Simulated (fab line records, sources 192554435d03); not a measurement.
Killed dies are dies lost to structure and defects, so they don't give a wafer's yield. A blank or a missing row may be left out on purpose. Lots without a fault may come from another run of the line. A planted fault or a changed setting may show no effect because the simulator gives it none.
Split-lot experiment | flow n5_finfet | 7 lots, 39 wafers read, on a route of 1938 steps

THE SPLIT
At N5_SD_EPI_P_EPI_21 (deposits SiGe:B, time 355 s), the setting dopant_conc_cm3 was moved away from the recipe's 3e+20 on 15 of the 39 wafers read, by -12.0% to +14.8%. The other wafers ran this setting at the recipe's value.

FROM THE SPLIT TO THE READING: what the file shows between them, 3 steps
- N5_SD_EPI_P_HM_STRIP_48: strips SiNx in H3PO4, material SiNx, target depth 3 nm
- N5_SD_ACTIVATION_RTA_00: time 0 s
- N5_SD_ACTIVATION_LSA_01: time 0.0008 s

THE READING
RS_SD_P, in ohm/sq, at N5_SD_ACTIVATION_RS_MEAS_03 (measures by four-point-probe). Fault-free wafers of this fab line usually give 56.1 ohm/sq, standard deviation 0.85 ohm/sq.

wafer  | tool, chamber at the split | dopant_conc_cm3 as run | against the recipe | RS_SD_P, ohm/sq | against lot-mates on the recipe
L078.1 | epi_rpcvd-04, 0            | 3e+20                  | recipe             | 56.5            | -
L078.2 | epi_rpcvd-04, 0            | 3e+20                  | recipe             | 57.2            | -
L078.3 | epi_rpcvd-04, 0            | 3e+20                  | recipe             | 56.0            | -
L078.4 | epi_rpcvd-04, 0            | 3e+20                  | recipe             | 56.3            | -
L078.5 | epi_rpcvd-04, 0            | 3e+20                  | recipe             | 56.4            | -
L078.6 | epi_rpcvd-04, 0            | 3e+20                  | recipe             | 55.9            | -
L081.3 | epi_rpcvd-02, 0            | 3e+20                  | recipe             | 55.9            | -
L081.4 | epi_rpcvd-02, 0            | 3e+20                  | recipe             | 55.4            | -
L081.6 | epi_rpcvd-02, 0            | 3e+20                  | recipe             | 56.0            | -
L083.1 | epi_rpcvd-04, 0            | 3e+20                  | recipe             | 56.9            | -
L083.2 | epi_rpcvd-04, 0            | 3e+20                  | recipe             | 55.8            | -
L083.3 | epi_rpcvd-04, 0            | 3.288e+20              | +9.6%              | 52.5            | -4.0
L083.4 | epi_rpcvd-04, 0            | 3e+20                  | recipe             | 56.8            | -
L083.5 | epi_rpcvd-04, 0            | 3.288e+20              | +9.6%              | 52.0            | -4.5
L083.6 | epi_rpcvd-04, 0            | 3.288e+20              | +9.6%              | 52.7            | -3.8
L084.1 | epi_rpcvd-02, 0            | 2.856e+20              | -4.8%              | 58.5            | +1.8
L084.2 | epi_rpcvd-02, 0            | 3e+20                  | recipe             | 56.4            | -
L084.3 | epi_rpcvd-02, 0            | 3e+20                  | recipe             | 56.5            | -
L084.4 | epi_rpcvd-02, 0            | 2.856e+20              | -4.8%              | 60.0            | +3.3
L084.5 | epi_rpcvd-02, 0            | 3e+20                  | recipe             | 57.1            | -
L084.6 | epi_rpcvd-02, 0            | 2.856e+20              | -4.8%              | 59.0            | +2.3
L092.1 | epi_rpcvd-02, 0            | 3e+20                  | recipe             | 55.1            | -
L092.2 | epi_rpcvd-02, 0            | 3.437e+20              | +14.6%             | 49.7            | -6.7
L092.3 | epi_rpcvd-02, 0            | 3.437e+20              | +14.6%             | 49.5            | -6.9
L092.4 | epi_rpcvd-02, 0            | 3e+20                  | recipe             | 57.4            | -
L092.5 | epi_rpcvd-02, 0            | 3.437e+20              | +14.6%             | 49.9            | -6.5
L092.6 | epi_rpcvd-02, 0            | 3e+20                  | recipe             | 56.8            | -
L095.1 | epi_rpcvd-02, 0            | 3e+20                  | recipe             | 55.8            | -
L095.2 | epi_rpcvd-02, 0            | 3e+20                  | recipe             | 56.5            | -
L095.3 | epi_rpcvd-02, 0            | 3e+20                  | recipe             | 56.5            | -
L095.4 | epi_rpcvd-02, 0            | 3.445e+20              | +14.8%             | 49.6            | -6.7
L095.5 | epi_rpcvd-02, 0            | 3.445e+20              | +14.8%             | 49.4            | -6.9
L095.6 | epi_rpcvd-02, 0            | 3.445e+20              | +14.8%             | 49.8            | -6.5
L096.1 | epi_rpcvd-04, 0            | 3e+20                  | recipe             | 55.3            | -
L096.2 | epi_rpcvd-04, 0            | 3e+20                  | recipe             | 55.7            | -
L096.3 | epi_rpcvd-04, 0            | 2.641e+20              | -12.0%             | 63.1            | +7.9
L096.4 | epi_rpcvd-04, 0            | 2.641e+20              | -12.0%             | 62.6            | +7.4
L096.5 | epi_rpcvd-04, 0            | 3e+20                  | recipe             | 54.5            | -
L096.6 | epi_rpcvd-04, 0            | 2.641e+20              | -12.0%             | 62.7            | +7.5

THE FIT
A straight line over all 39 wafers: RS_SD_P changes by -0.475 ohm/sq for each +1% of dopant_conc_cm3; r = -0.98; the points scatter about the line by 0.69 ohm/sq.
The same after taking each lot's own level away (the mean of its wafers on the recipe; 39 wafers): -0.501 ohm/sq for each +1%; r = -0.98; scatter 0.68 ohm/sq.
On that fit, the largest move of dopant_conc_cm3 shifts the reading by 7.4 ohm/sq.
The lots' own levels span 55.17 to 56.67 ohm/sq, that is 1.8 times the standard deviation above.
So the lot-to-lot level changes the slope little: the two slopes agree.
Check: with one of the wafers moved furthest among these (+14.8%) left out of the fit, the line predicts -7.21 ohm/sq for it against its lot-mates. It came out at -6.67 ohm/sq against them.

THE FILE'S OWN FIT
RS_SD_P changes by -0.493 ohm/sq for each +1% of dopant_conc_cm3, r = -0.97.
